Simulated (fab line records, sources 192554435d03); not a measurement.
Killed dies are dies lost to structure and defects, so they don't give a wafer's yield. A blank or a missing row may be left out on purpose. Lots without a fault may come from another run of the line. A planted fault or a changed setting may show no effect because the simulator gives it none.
Chamber matching | flow n5_finfet | N5_BEOL_M6_PECVD_70 on pecvd-04: 3 sister chambers
The step deposits SiO2 from TEOS/O2, target thk 20 nm, time 22.7 s. 3 wafers are shown with their chamber, then 10 later ones without.

WAFERS WITH THEIR CHAMBER
wafer  | chamber | throttle_valve_pct (%)
L088.3 | 1       | 22.5
L089.2 | 0       | 20.7
L089.4 | 2       | 21.1

WAFERS WITHOUT THEIR CHAMBER
wafer  | throttle_valve_pct (%)
L089.5 | 22.4
L092.2 | 22.8
L092.3 | 21.1
L092.4 | 20.8
L094.3 | 20.7
L094.4 | 21.1
L094.6 | 20.9
L096.1 | 21.2
L096.2 | 22.5
L096.6 | 21.2

WHICH CHAMBER EACH WENT THROUGH
wafer  | from the rows above     | in truth
L089.5 | 1                       | 1
L092.2 | 1                       | 1
L092.3 | 2                       | 2
L092.4 | can't be placed: 0 or 2 | 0
L094.3 | 0                       | 0
L094.4 | 2                       | 2
L094.6 | can't be placed: 0 or 2 | 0
L096.1 | 2                       | 2
L096.2 | 1                       | 1
L096.6 | 2                       | 2
Placed correctly: 8 of 10. Can't be placed from these rows: 2 (the true chamber is among the candidates in 2). Placed wrongly: 0.
How it was worked out, from the rows above alone: a wafer's distance from a chamber is the root of the sum, over the readings, of the square of ((its reading less the chamber's mean) divided by the reading's scatter). The wafer belongs to the nearest chamber; if the next one is less than 2 further off, it can't be placed. A chamber's mean is the mean of its shown wafers. The scatter: with one shown wafer a chamber, the root of the mean of the squares of how far each hidden wafer lies from its nearest shown one.
